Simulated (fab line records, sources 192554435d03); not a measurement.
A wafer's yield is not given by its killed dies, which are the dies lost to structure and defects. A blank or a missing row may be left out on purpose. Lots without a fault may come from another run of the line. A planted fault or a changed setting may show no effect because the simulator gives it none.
fab line records -- flow n5Finfet
record lots=7, wafers=19, lastDay=18
route steps=1938 shown SD_EPI_P@299 PASSIVATION@1936
lots untouched by any fault: they come from a run of this same line in which no faults occurred
startH: hours from the record's opening day to when the first of the lot's shown wafers began -- waitH: how many hours have passed since the lot's step before this one -- " unchanged from the row above -- L1.1+2: one row covering several wafers at once -- - either no value or no given start -- * or withheld: withheld -- < > ~ a bound
route shown NAME@n: NAME is a module with steps in the file, n the number in the route of the first one -- usual: the fault-free wafers' mean and standard deviation -- same: alike in all rows -- chamber/n: place in a boat -- sites: readings site by site -- _std_site: the values' standard deviation -- _edge_site: mean of outer sites minus mean of inner sites -- radiusMm: for every site, how far away it sits from the centre of the wafer -- mask NAME#n: copy n -- behind: tool/chamber where the wafer was last shaped -- hold: what put the lot on hold/how long, in hours/how the hold closed -- device: whichever transistor did not switch (one of n, p or np) -- end of line: at the end of the route, the tests of the same wafers -- step lacking rows: just its recipe -- killed: not the wafer's yield, but the dies lost to structure and defects at the first sort -- map: per-die view of a wafer (x killed, . not killed, _ where there is no die)
set.NAME: the setting that was run; set.NAME@STEP: the one run at that earlier step -- model.NAME: the simulator's own value behind a step, which no gauge read
certain route steps with their lots: each step a table, each wafer a row
services: when a tool's chamber went out of use (startH, in hours from the record's first day, below 0 if earlier), for how many hours, and the reason
## steps
# step N5_SD_EPI_P_SOFTBAKE_04
# recipe tempC=110, timeS=60, resist=CAR-ArF-block
# step N5_SD_EPI_P_EXPOSE_06
# recipe maskId=SD_P_BLK, na=1.35, sourceShape=conventional, sigmaOuter=0.8, polarization=unpolarized, targetCdNm=240, doseMj=39.5
# step N5_SD_EPI_P_PEB_07
# recipe pebTempC=110, pebTimeS=60, resist=CAR-ArF-block
# step N5_SD_EPI_P_DEVELOP_08
# recipe developTimeS=30, developer=TMAH, resist=CAR-ArF-block, devTempC=23, rinseLiquid=diw, dry=airSpin
# step N5_SD_EPI_P_CD_MEAS_09
# recipe targetCdNm=240, landingEnergyEv=500, detector=seInlens
# usual cdNm=240.0/0.91
lot.wafer,tool,chamber,startH,waitH,cdNm
L882.1,cdSem-02,0,58.83,-,239.5
L882.2,cdSem-02,0,58.83,-,239.9
L882.5,cdSem-02,0,58.83,-,239.5
L883.3,cdSem-03,0,69.22,-,240.5
L883.4,cdSem-03,0,69.22,-,241.5
L883.6,cdSem-03,0,69.22,-,241.2
L893.1,cdSem-03,0,125.35,-,238.9
L893.5,cdSem-03,0,125.35,-,238.7
L895.4,cdSem-01,0,137.07,-,240.9
L895.5,cdSem-01,0,137.07,-,240.1
L895.6,cdSem-01,0,137.07,-,239.3
L896.2,cdSem-03,0,148.67,-,240.1
L896.4,cdSem-03,0,148.67,-,240.6
L902.1,cdSem-02,0,182.42,-,240.4
L902.2,cdSem-02,0,182.42,-,239.7
L902.3,cdSem-02,0,182.42,-,239.8
L904.1,cdSem-03,0,194.09,-,240.4
L904.4,cdSem-03,0,194.09,-,239.8
L904.5,cdSem-03,0,194.09,-,240.3
# step N5_SD_EPI_P_OVL_MEAS_10
# recipe pointsPerWafer=44
# usual SD_P_BLK_OVL=-0.4/0.69
lot.wafer,tool,chamber,startH,waitH,SD_P_BLK_OVL[nm]
L882.1,overlay-02,0,58.86,0.0,-0.8
L882.2,overlay-02,0,58.86,0.0,-0.3
L882.5,overlay-02,0,58.86,0.0,-0.7
L883.3,overlay-01,0,69.25,0.0,0.5
L883.4,overlay-01,0,69.25,0.0,-1.7
L883.6,overlay-01,0,69.25,0.0,-0.7
L893.1,overlay-01,0,125.38,0.0,-0.6
L893.5,overlay-01,0,125.38,0.0,-0.9
L895.4,overlay-01,0,137.10,0.0,0.0
L895.5,overlay-01,0,137.10,0.0,0.0
L895.6,overlay-01,0,137.10,0.0,-0.1
L896.2,overlay-02,0,148.70,0.0,-1.3
L896.4,overlay-02,0,148.70,0.0,-0.3
L902.1,overlay-02,0,182.45,0.0,1.3
L902.2,overlay-02,0,182.45,0.0,0.1
L902.3,overlay-02,0,182.45,0.0,-0.3
L904.1,overlay-02,0,194.12,0.0,-1.8
L904.4,overlay-02,0,194.12,0.0,-0.5
L904.5,overlay-02,0,194.12,0.0,-0.8
# step N5_SD_EPI_P_INSPECT_11
# recipe mode=adi, inspectInstrument=macro
# usual rawDefectCount=2.0/1.5
lot.wafer,tool,chamber,startH,waitH,rawDefectCount
L882.1,defectInspect-01,-,58.88,0.0,2
L882.2,defectInspect-01,-,58.88,0.0,2
L882.5,defectInspect-01,-,58.88,0.0,4
L883.3,defectInspect-02,-,69.28,0.0,1
L883.4,defectInspect-02,-,69.28,0.0,2
L883.6,defectInspect-02,-,69.28,0.0,5
L893.1,defectInspect-01,-,125.40,0.0,0
L893.5,defectInspect-01,-,125.40,0.0,2
L895.4,defectInspect-02,-,137.12,0.0,0
L895.5,defectInspect-02,-,137.12,0.0,0
L895.6,defectInspect-02,-,137.12,0.0,1
L896.2,defectInspect-01,-,148.72,0.0,4
L896.4,defectInspect-01,-,148.72,0.0,1
L902.1,defectInspect-01,-,182.48,0.0,2
L902.2,defectInspect-01,-,182.48,0.0,4
L902.3,defectInspect-01,-,182.48,0.0,3
L904.1,defectInspect-02,-,194.14,0.0,4
L904.4,defectInspect-02,-,194.14,0.0,2
L904.5,defectInspect-02,-,194.14,0.0,3
# step N5_SD_EPI_P_DESCUM_14
# recipe chemistry=O2, timeS=7.9, sourcePowerW=50, biasPowerW=20, pressureMtorr=20, rfFrequencyHz=2.712e+07, tempC=40, resist=CAR-ArF-block, o2FlowSccm=225
# usual chamberPressureMTorr=20.001/0.018, drypumpMotorCurrentA=5.6/0.31, oesProductAu=0.74/0.067, rfVppV=243.3/1.2, showerheadPlenumPTorr=2.09/0.062, throttleValvePct=20.41/0.23
lot.wafer,tool,chamber,startH,waitH,chamberPressureMTorr,drypumpMotorCurrentA,oesProductAu,rfHoursCounterH,rfVppV,showerheadPlenumPTorr,throttleValvePct
L882.1,rieDiel-04,2,58.92,0.0,20.017,5.8,0.71,211,242.8,2.06,20.20
L882.2,rieDiel-04,0,58.92,0.0,20.017,5.7,0.75,149,244.1,2.09,20.79
L882.5,rieDiel-04,3,58.92,0.0,20.017,5.5,0.74,-,241.5,2.00,20.71
L883.3,rieDiel-02,1,69.56,0.3,19.996,5.8,0.70,201,244.5,2.18,20.48
L883.4,rieDiel-02,3,69.56,0.3,19.984,5.5,0.68,225,244.1,2.05,20.68
L883.6,rieDiel-02,3,69.56,0.3,19.993,5.5,0.68,-,243.2,2.05,20.66
L893.1,rieDiel-04,1,125.44,0.0,20.004,5.9,0.76,151,243.8,2.16,20.20
L893.5,rieDiel-04,2,125.44,0.0,20.024,5.8,0.70,-,242.4,2.05,20.25
L895.4,rieDiel-04,3,137.15,0.0,20.055,5.5,0.71,207,242.4,1.99,20.72
L895.5,rieDiel-04,1,137.15,0.0,20.002,5.9,0.74,-,244.3,2.16,20.19
L895.6,rieDiel-04,2,137.15,0.0,19.988,5.8,0.69,-,241.1,2.05,20.25
L896.2,rieDiel-04,1,149.75,1.0,20.020,5.9,0.76,160,245.6,2.16,20.21
L896.4,rieDiel-04,2,149.75,1.0,20.019,5.8,0.68,237,243.1,2.05,20.26
L902.1,rieDiel-02,2,183.09,0.6,20.012,5.7,0.66,243,245.1,2.14,20.42
L902.2,rieDiel-02,3,183.09,0.6,19.993,5.5,0.65,258,242.6,2.04,20.74
L902.3,rieDiel-02,1,183.09,0.6,19.992,5.8,0.67,238,244.6,2.16,20.54
L904.1,rieDiel-02,2,194.17,0.0,20.024,5.7,0.66,248,243.9,2.14,20.44
L904.4,rieDiel-02,2,194.17,0.0,19.993,5.7,0.66,-,243.2,2.14,20.45
L904.5,rieDiel-02,0,194.17,0.0,19.988,5.3,0.72,-,241.5,2.00,20.50
# step N5_SD_EPI_P_ETCH_36
# recipe chemistry=CF4, target=SiARC, targetDepthA=455, maskMaterial=CAR-ArF-block, timeS=75.8, ionEnergyEv=80, pressureMtorr=40, sourceW=545, biasW=36, Ar_flow_sccm=100, cf4FlowSccm=100, ends=cleared
# usual chamberPressureMTorr=40.00/0.041, drypumpMotorCurrentA=5.6/0.31, etchRfOnTimeS=77.0/1.9, oesProductAu=0.63/0.06, rfVppV=184.1/1.1, showerheadPlenumPTorr=2.14/0.062, throttleValvePct=15.65/0.19
lot.wafer,tool,chamber,startH,waitH,chamberPressureMTorr,drypumpMotorCurrentA,etchRfOnTimeS,oesProductAu,rfHoursCounterH,rfVppV,showerheadPlenumPTorr,throttleValvePct
L882.1,rieDiel-04,2,58.95,0.0,40.08,5.7,77.7,0.60,211,184.4,2.13,15.63
L882.2,rieDiel-04,0,58.95,0.0,39.98,5.7,80.3,0.62,149,183.7,2.14,15.87
L882.5,rieDiel-04,3,58.95,0.0,40.07,5.5,74.6,0.63,-,182.8,2.04,15.89
L883.3,rieDiel-02,1,69.60,0.0,39.98,5.9,78.4,0.58,201,185.4,2.21,15.58
L883.4,rieDiel-02,3,69.60,0.0,40.04,5.5,77.1,0.58,225,183.1,2.11,15.95
L883.6,rieDiel-02,3,69.60,0.0,39.99,5.5,77.8,0.58,-,184.2,2.11,15.96
L893.1,rieDiel-04,1,125.47,0.0,39.93,5.9,77.0,0.63,151,185.0,2.23,15.54
L893.5,rieDiel-04,2,125.47,0.0,40.02,5.8,78.5,0.59,-,183.6,2.12,15.66
L895.4,rieDiel-04,3,137.19,0.0,40.05,5.5,74.4,0.61,207,183.8,2.03,15.94
L895.5,rieDiel-04,1,137.19,0.0,39.99,5.9,76.4,0.63,-,186.0,2.23,15.57
L895.6,rieDiel-04,2,137.19,0.0,39.98,5.8,77.6,0.59,-,182.8,2.12,15.66
L896.2,rieDiel-04,1,149.78,0.0,39.99,5.9,76.7,0.63,160,184.5,2.23,15.56
L896.4,rieDiel-04,2,149.78,0.0,40.03,5.8,77.5,0.58,237,182.8,2.12,15.68
L902.1,rieDiel-02,2,183.12,0.0,40.03,5.7,76.9,0.57,243,184.4,2.20,15.70
L902.2,rieDiel-02,3,183.12,0.0,40.02,5.5,79.2,0.55,258,184.3,2.10,16.02
L902.3,rieDiel-02,1,183.12,0.0,40.04,5.9,78.7,0.56,238,183.8,2.20,15.66
L904.1,rieDiel-02,2,194.21,0.0,39.96,5.7,77.0,0.57,248,183.1,2.19,15.70
L904.4,rieDiel-02,2,194.21,0.0,40.00,5.6,77.0,0.57,-,185.0,2.19,15.71
L904.5,rieDiel-02,0,194.21,0.0,39.97,5.3,79.6,0.60,-,182.3,2.05,15.77
# step N5_SD_EPI_P_ETCH_37
# recipe chemistry=N2/H2, target=SOC, overetchA=1080, maskMaterial=SiARC, tempC=40, ionEnergyEv=100, sourceW=3000, biasW=133, pressureMtorr=20, timeS=486, n2FlowSccm=200, h2FlowSccm=200, ends=endPoint
# usual chamberPressureMTorr=20.001/0.017, drypumpMotorCurrentA=5.6/0.31, oesProductAu=0.66/0.058, rfVppV=240.7/1.3, showerheadPlenumPTorr=2.54/0.079, throttleValvePct=23.80/0.27
lot.wafer,tool,chamber,startH,waitH,chamberPressureMTorr,drypumpMotorCurrentA,oesProductAu,rfHoursCounterH,rfVppV,showerheadPlenumPTorr,throttleValvePct
L882.1,rieDiel-04,2,59.01,0.0,20.050,5.8,0.64,211,240.0,2.53,23.79
L882.2,rieDiel-04,0,59.01,0.0,19.994,5.7,0.68,149,240.9,2.53,23.93
L882.5,rieDiel-04,3,59.01,0.0,20.020,5.5,0.65,-,237.9,2.42,23.98
L883.3,rieDiel-02,1,69.65,0.0,20.016,5.9,0.62,201,241.8,2.64,23.76
L883.4,rieDiel-02,3,69.65,0.0,20.010,5.5,0.62,225,240.2,2.50,24.07
L883.6,rieDiel-02,3,69.65,0.0,19.986,5.5,0.62,-,238.8,2.50,24.07
L893.1,rieDiel-04,1,125.53,0.0,20.013,5.9,0.67,152,242.8,2.66,23.89
L893.5,rieDiel-04,2,125.53,0.0,20.018,5.8,0.62,-,241.0,2.52,23.82
L895.4,rieDiel-04,3,137.24,0.0,19.983,5.5,0.64,207,237.7,2.41,24.01
L895.5,rieDiel-04,1,137.24,0.0,20.001,5.9,0.66,-,240.9,2.66,23.91
L895.6,rieDiel-04,2,137.24,0.0,19.983,5.8,0.62,-,240.1,2.52,23.84
L896.2,rieDiel-04,1,149.84,0.0,20.003,5.9,0.66,160,241.7,2.66,23.91
L896.4,rieDiel-04,2,149.84,0.0,20.008,5.7,0.62,237,240.6,2.52,23.83
L902.1,rieDiel-02,2,183.18,0.0,20.016,5.7,0.60,243,241.6,2.62,24.21
L902.2,rieDiel-02,3,183.18,0.0,19.971,5.5,0.60,258,240.6,2.49,24.11
L902.3,rieDiel-02,1,183.18,0.0,20.003,5.9,0.60,238,241.5,2.62,23.80
L904.1,rieDiel-02,2,194.26,0.0,20.001,5.7,0.61,248,243.3,2.62,24.22
L904.4,rieDiel-02,2,194.26,0.0,19.999,5.7,0.60,-,241.8,2.62,24.20
L904.5,rieDiel-02,0,194.26,0.0,19.971,5.3,0.66,-,237.1,2.43,23.76
# step N5_SD_EPI_P_STRIP_38
# recipe chemistry=N2/H2, tempC=40, n2FlowSccm=200, h2FlowSccm=200, rfFrequencyHz=6e+07
# step N5_SD_EPI_P_ETCHBACK_46
# recipe chemistry=CH3F/O2, mode=anisotropicEtchback, target=SiNx, targetDepthA=175, stopOn=SiO2, overEtchFrac=0.3, ionEnergyEv=120, pressureMtorr=30, sourceW=395, biasW=73, Ar_flow_sccm=150, CH3F_flow_sccm=30, O2_flow_sccm=20
# usual CH3F_flow_sccm=30.00/0.087, chamberPressureMTorr=30.00/0.031, drypumpMotorCurrentA=5.6/0.31, oesProductAu=0.63/0.055, rfVppV=299/3.1, showerheadPlenumPTorr=2.00/0.062, throttleValvePct=16.39/0.2
lot.wafer,tool,chamber,startH,waitH,CH3F_flow_sccm,chamberPressureMTorr,drypumpMotorCurrentA,oesProductAu,rfHoursCounterH,rfVppV,showerheadPlenumPTorr,throttleValvePct
L882.1,rieDiel-04,2,59.33,0.0,29.91,30.05,5.8,0.61,211,295,1.99,16.37
L882.2,rieDiel-04,0,59.33,0.0,29.94,30.03,5.7,0.64,149,303,2.00,16.67
L882.5,rieDiel-04,3,59.33,0.0,30.01,30.01,5.5,0.63,-,301,1.90,16.61
L883.3,rieDiel-02,1,69.98,0.0,30.17,29.99,5.9,0.59,201,298,2.08,16.38
L883.4,rieDiel-02,3,69.98,0.0,30.12,29.99,5.4,0.59,225,299,1.97,16.68
L883.6,rieDiel-02,3,69.98,0.0,30.13,30.04,5.4,0.59,-,297,1.97,16.69
L893.1,rieDiel-04,1,125.85,0.0,29.92,29.96,5.9,0.64,152,302,2.08,16.26
L893.5,rieDiel-04,2,125.85,0.0,30.13,30.01,5.8,0.59,-,295,1.99,16.41
L895.4,rieDiel-04,3,137.57,0.0,30.03,29.97,5.5,0.62,207,302,1.89,16.63
L895.5,rieDiel-04,1,137.57,0.0,30.01,29.97,5.9,0.63,-,301,2.08,16.28
L895.6,rieDiel-04,2,137.57,0.0,29.84,29.97,5.8,0.60,-,296,1.98,16.42
L896.2,rieDiel-04,1,150.16,0.0,30.04,30.02,5.9,0.63,160,299,2.08,16.29
L896.4,rieDiel-04,2,150.16,0.0,29.98,30.01,5.8,0.59,237,295,1.98,16.42
L902.1,rieDiel-02,2,183.50,0.0,30.14,30.01,5.7,0.58,243,299,2.05,16.44
L902.2,rieDiel-02,3,183.50,0.0,29.76,30.00,5.5,0.57,259,299,1.96,16.74
L902.3,rieDiel-02,1,183.50,0.0,29.99,30.05,5.8,0.57,238,296,2.06,16.43
L904.1,rieDiel-02,2,194.59,0.0,30.07,30.05,5.6,0.58,248,299,2.05,16.47
L904.4,rieDiel-02,2,194.59,0.0,30.07,30.01,5.7,0.57,-,299,2.05,16.44
L904.5,rieDiel-02,0,194.59,0.0,29.99,30.01,5.3,0.63,-,301,1.89,16.39
# step N5_SD_EPI_P_ETCH_47
# recipe chemistry=CH3F/O2, target=SiOCN, targetDepthA=250, maskMaterial=SOC, ionEnergyEv=60, biasW=29, pressureMtorr=30, sourceW=410, Ar_flow_sccm=150, CH3F_flow_sccm=30, O2_flow_sccm=20
# usual CH3F_flow_sccm=30.00/0.091, chamberPressureMTorr=30.002/0.03, drypumpMotorCurrentA=5.6/0.31, oesProductAu=0.74/0.069, rfVppV=128.0/1.4, showerheadPlenumPTorr=2.00/0.062, throttleValvePct=16.36/0.21
lot.wafer,tool,chamber,startH,waitH,CH3F_flow_sccm,chamberPressureMTorr,drypumpMotorCurrentA,oesProductAu,rfHoursCounterH,rfVppV,showerheadPlenumPTorr,throttleValvePct,model.etch.depthNm
L882.1,rieDiel-04,2,59.43,0.1,29.80,30.006,5.8,0.70,211,127.2,1.99,16.35,24.4
L882.2,rieDiel-04,0,59.43,0.1,30.11,29.973,5.7,0.73,149,129.4,2.00,16.65,24.08
L882.5,rieDiel-04,3,59.43,0.1,29.92,29.968,5.5,0.74,-,129.3,1.90,16.58,25.58
L883.3,rieDiel-02,1,70.08,0.1,29.91,29.981,5.9,0.70,201,128.8,2.08,16.35,24.86
L883.4,rieDiel-02,3,70.08,0.1,29.92,29.983,5.4,0.68,225,128.0,1.97,16.66,24.55
L883.6,rieDiel-02,3,70.08,0.1,29.98,30.028,5.5,0.69,-,127.1,1.97,16.66,24.78
L893.1,rieDiel-04,1,125.95,0.1,30.03,29.976,5.9,0.74,152,128.2,2.09,16.25,24.85
L893.5,rieDiel-04,2,125.95,0.1,30.15,30.002,5.8,0.82,-,127.5,1.99,16.39,32.06
L895.4,rieDiel-04,3,137.67,0.1,29.96,30.000,5.5,0.72,207,128.1,1.89,16.61,25.41
L895.5,rieDiel-04,1,137.67,0.1,30.10,30.031,5.9,0.89,-,128.8,2.08,16.26,33.21
L895.6,rieDiel-04,2,137.67,0.1,29.97,29.969,5.7,0.69,-,126.6,1.99,16.39,24.4
L896.2,rieDiel-04,1,150.26,0.1,30.07,29.984,5.9,0.89,160,128.9,2.08,16.28,33.43
L896.4,rieDiel-04,2,150.26,0.1,29.99,30.020,5.8,0.69,237,125.5,1.98,16.40,24.59
L902.1,rieDiel-02,2,183.60,0.1,29.98,30.005,5.7,0.67,243,129.0,2.05,16.43,24.63
L902.2,rieDiel-02,3,183.60,0.1,30.00,30.023,5.5,0.65,259,128.0,1.96,16.72,24.08
L902.3,rieDiel-02,1,183.60,0.1,30.24,29.969,5.8,0.66,238,127.9,2.06,16.42,24.21
L904.1,rieDiel-02,2,194.69,0.1,30.03,29.962,5.7,0.67,248,128.0,2.05,16.42,24.69
L904.4,rieDiel-02,2,194.69,0.1,30.00,30.001,5.7,0.67,-,128.1,2.05,16.44,24.76
L904.5,rieDiel-02,0,194.69,0.1,29.97,30.016,5.3,0.71,-,128.9,1.89,16.36,23.86
# step N5_SD_EPI_P_ETCH_16
# recipe chemistry=CHF3/O2, target=SiO2, targetDepthA=50, maskMaterial=SOC, pressureMtorr=30, sourceW=650, biasW=170, Ar_flow_sccm=200, CHF3_flow_sccm=50, O2_flow_sccm=5, ionEnergyEv=200
# usual CHF3_flow_sccm=50.01/0.14, chamberPressureMTorr=30.003/0.024, drypumpMotorCurrentA=5.6/0.31, oesProductAu=0.74/0.068, rfVppV=527/5.5, showerheadPlenumPTorr=2.41/0.072, throttleValvePct=18.93/0.2
lot.wafer,tool,chamber,startH,waitH,CHF3_flow_sccm,chamberPressureMTorr,drypumpMotorCurrentA,oesProductAu,rfHoursCounterH,rfVppV,showerheadPlenumPTorr,throttleValvePct
L882.1,rieDiel-04,2,59.53,0.1,50.22,29.994,5.8,0.70,211,521,2.40,18.91
L882.2,rieDiel-04,0,59.53,0.1,49.99,30.023,5.7,0.74,150,534,2.41,19.24
L882.5,rieDiel-04,3,59.53,0.1,49.87,29.993,5.5,0.74,-,531,2.29,19.14
L883.3,rieDiel-02,1,70.18,0.1,50.02,29.991,5.8,0.69,201,525,2.49,18.87
L883.4,rieDiel-02,3,70.18,0.1,49.95,30.024,5.5,0.68,225,526,2.38,19.23
L883.6,rieDiel-02,3,70.18,0.1,49.91,30.005,5.4,0.68,-,527,2.38,19.23
L893.1,rieDiel-04,1,126.05,0.1,50.06,30.010,5.9,0.75,152,531,2.51,18.81
L893.5,rieDiel-04,2,126.05,0.1,50.17,29.994,5.7,0.69,-,521,2.40,18.92
L895.4,rieDiel-04,3,137.77,0.1,50.14,30.035,5.5,0.72,207,532,2.28,19.17
L895.5,rieDiel-04,1,137.77,0.1,50.21,29.957,6.0,0.74,-,532,2.51,18.80
L895.6,rieDiel-04,2,137.77,0.1,49.82,30.034,5.8,0.68,-,522,2.39,18.95
L896.2,rieDiel-04,1,150.36,0.1,49.90,29.994,5.9,0.73,160,530,2.51,18.84
L896.4,rieDiel-04,2,150.36,0.1,49.77,29.993,5.7,0.68,237,520,2.39,18.94
L902.1,rieDiel-02,2,183.70,0.1,50.07,29.993,5.7,0.67,243,530,2.48,18.99
L902.2,rieDiel-02,3,183.70,0.1,50.06,29.983,5.5,0.65,259,525,2.36,19.28
L902.3,rieDiel-02,1,183.70,0.1,50.12,30.023,5.8,0.66,238,522,2.48,18.93
L904.1,rieDiel-02,2,194.79,0.1,49.70,29.973,5.7,0.67,248,530,2.48,19.00
L904.4,rieDiel-02,2,194.79,0.1,49.97,30.022,5.7,0.67,-,529,2.48,19.01
L904.5,rieDiel-02,0,194.79,0.1,50.00,29.994,5.3,0.72,-,530,2.28,18.89
# step N5_PASSIVATION_PROBE_49
# usual killed_at_M0_to_M3=35/11, killed_at_M4_up=14/5.4, killedAtContacts=13/6, killedAtFrontEnd=38/11, killedAtOther=3.4/2.6, killedDies=104/19, killedOpen=68/13, killedShort=34/8.5
# same grossDies=1180, killedAtBackSide=0
lot.wafer,tool,chamber,startH,waitH,killed_at_M0_to_M3,killed_at_M4_up,killedAtContacts,killedAtFrontEnd,killedAtOther,killedDies,killedOpen,killedShort
L896.2,prober-02,-,389.43,0.1,17,18,16,28,3,82,53,27
L896.4,prober-02,-,389.53,0.2,37,17,15,33,6,108,69,37
L895.4,prober-01,-,393.20,0.2,19,9,16,32,2,78,51,25
L895.5,prober-01,-,393.25,0.2,29,15,14,29,0,87,60,23
L895.6,prober-01,-,393.30,0.3,33,12,12,46,3,106,63,27
L904.1,prober-02,-,435.97,0.0,31,20,23,20,1,95,64,26
L904.4,prober-02,-,436.12,0.2,24,10,16,18,3,71,50,21
L904.5,prober-02,-,436.17,0.2,24,18,12,22,3,79,53,23
# killed by level:class
L896.2 MOL_CONTACT_COAG:geometricParticle:open=13 BEOL_M4:geometricParticle:open=8 STI_FIN_REVEAL:geometricParticle:open=5 BEOL_M0_SAQP:geometricParticle:short=5 DUMMY_GATE:geometricParticle:open=4 BEOL_M0_SAQP:geometricParticle:open=4 BEOL_M2:geometricParticle:open=4 STARTING-WAFER:geometricParticle:open=4
L896.4 MOL_CONTACT_COAG:geometricParticle:open=13 BEOL_M3:geometricParticle:open=10 BEOL_M0_SAQP:geometricParticle:short=9 BEOL_M1:geometricParticle:open=7 FIN_SAQP:geometricParticle:short=5 GATE_CUT:geometricParticle:short=5 BEOL_M4:geometricParticle:open=5 FIN_SAQP:geometricParticle:open=4
L895.4 MOL_CONTACT_COAG:geometricParticle:open=11 FIN_SAQP:geometricParticle:open=7 BEOL_M4:geometricParticle:open=6 MOL_CONTACT_COAG:geometricParticle:short=5 BEOL_M3:geometricParticle:open=5 STI_FIN_REVEAL:geometricParticle:open=4 STARTING-WAFER:geometricParticle:short=4 GATE_CUT:geometricParticle:short=3
L895.5 MOL_CONTACT_COAG:geometricParticle:open=13 BEOL_M0_SAQP:geometricParticle:short=8 BEOL_M4:geometricParticle:open=8 BEOL_M0_SAQP:geometricParticle:open=6 BEOL_M1:geometricParticle:open=6 DUMMY_GATE:geometricParticle:open=5 BEOL_M3:geometricParticle:open=5 STI_FIN_REVEAL:geometricParticle:open=4
L895.6 HKMG_FIN:areaEtch=16 MOL_CONTACT_COAG:geometricParticle:open=11 BEOL_M0_SAQP:geometricParticle:open=9 FIN_SAQP:geometricParticle:short=7 BEOL_M1:geometricParticle:open=6 STI_FIN_REVEAL:geometricParticle:open=6 BEOL_M4:geometricParticle:open=6 BEOL_M2:geometricParticle:open=4
L904.1 MOL_CONTACT_COAG:geometricParticle:open=17 BEOL_M4:geometricParticle:open=11 BEOL_M0_SAQP:geometricParticle:open=10 BEOL_M2:geometricParticle:open=8 MOL_CONTACT_COAG:geometricParticle:short=6 BEOL_M0_SAQP:geometricParticle:short=6 DUMMY_GATE:geometricParticle:open=4 HKMG_FIN:areaEtch=4
L904.4 MOL_CONTACT_COAG:geometricParticle:open=14 BEOL_M0_SAQP:geometricParticle:short=9 GATE_CUT:geometricParticle:short=4 BEOL_M0:geometricParticle:open=4 BEOL_M4:geometricParticle:open=4 DUMMY_GATE:geometricParticle:open=3 SPACER0:geometricParticle:open=3 BEOL_M1:geometricParticle:open=3
L904.5 BEOL_M2:geometricParticle:open=12 MOL_CONTACT_COAG:geometricParticle:open=9 BEOL_M5:geometricParticle:open=6 BEOL_M4:geometricParticle:open=5 STI_FIN_REVEAL:geometricParticle:open=4 MOL_CONTACT_COAG:geometricParticle:short=3 BEOL_M0:geometricParticle:open=3 STARTING-WAFER:geometricParticle:short=3
## services
tool,chamber,startH,hours,kind
rieDiel-04,3,129.24,4.7,repair
rieDiel-02,3,158.29,9.1,repair
rieDiel-02,3,186.90,-,clean
rieDiel-02,3,186.90,-,consumableReplace:focusRing
rieDiel-02,3,186.90,19.3,scheduledDown
rieDiel-02,3,186.90,19.3,ventCycle
rieDiel-02,1,189.70,2.6,repair
rieDiel-04,2,193.49,-,clean
rieDiel-04,2,193.49,-,consumableReplace:focusRing
rieDiel-04,2,193.49,13.0,scheduledDown
rieDiel-04,2,193.49,13.0,ventCycle
## key
firstSign none at tools or gauges
modelEffect step=N5_SD_EPI_P_ETCH_47, value=etch.depthNm, without=24.71, struck=32.9
metAt N5_SD_EPI_P_ETCH_47
struckWafers L893.5,L895.5,L896.2
testerLeftOut L893,L895,L896
baselineLoss step=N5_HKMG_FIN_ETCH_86, wafers=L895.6
onsetBetween 59.43 125.95
fault kind=processParameterDrift, tool=rieDiel-04, chamber=-, onsetH=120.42, steps=N5_SD_EPI_P_ETCH_47, channel=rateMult, offset=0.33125, shape=step, endH=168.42, scope=struckWafersOnly
# testerLeftOut: of these lots the tester's yield and bins aren't shown, on N5 and GAA mostly nor the transistor test; their killed dies are dies lost to structure and defects alone, not to doping, threshold or leakage, so they don't give the yield
# baselineLoss: these wafers lose ten dies or more at that step, a loss of the line's own and not of a fault; the sort's usual values leave them out
